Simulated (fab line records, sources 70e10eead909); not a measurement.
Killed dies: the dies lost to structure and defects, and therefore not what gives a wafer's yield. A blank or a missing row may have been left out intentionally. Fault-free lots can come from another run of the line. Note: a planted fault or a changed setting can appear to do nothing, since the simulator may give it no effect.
Chamber matching	flow nand harc	NHARC_P_CONTACT_CMP_01 on cmp-02 has 4 sister chambers
The step polishes SiO2, target thk 200 nm. 8 wafers are shown with their chamber, then 10 later ones without.

WAFERS PAIRED WITH THEIR CHAMBERS
wafer	chamber	motor current A (A)
L077.2	2	14.4
L080.1	3	9.9
L080.6	1	10.7
L081.2	2	13.6
L081.4	0	13.5
L081.5	0	12.6
L083.1	3	9.9
L083.4	1	10.3

WAFERS MISSING THEIR CHAMBER
wafer	motor current A (A)
L083.5	9.9
L087.1	10.1
L087.2	10.1
L087.4	13.1
L091.1	13.1
L091.3	9.9
L091.6	10.2
L092.1	12.7
L092.2	12.5
L092.3	10.0

CHAMBER TAKEN BY EACH
wafer	from the rows above	in truth
L083.5	can't be placed: 3 or 1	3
L087.1	can't be placed: 3 or 1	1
L087.2	can't be placed: 3 or 1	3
L087.4	can't be placed: 0 or 2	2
L091.1	can't be placed: 0 or 2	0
L091.3	can't be placed: 3 or 1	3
L091.6	can't be placed: 3 or 1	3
L092.1	0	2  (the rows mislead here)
L092.2	0	0
L092.3	can't be placed: 3 or 1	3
Correct placement for 1 of the 10. Not placeable from these rows: 8 (in 8, the candidates include the true chamber). Wrongly placed: 1.
How it was worked out, from the rows above alone: a wafer's distance from a chamber is the root of the sum, over the readings, of the square of ((its reading less the chamber's mean) divided by the reading's scatter). If the next closest chamber is less than 2 further off than the closest, the wafer can't be placed; otherwise it belongs to the closest. For every chamber, the mean is computed from those of its wafers that are shown. The scatter: the root of (the sum of the squares of (reading less its chamber's mean) over the shown wafers, divided by (wafers less chambers)).
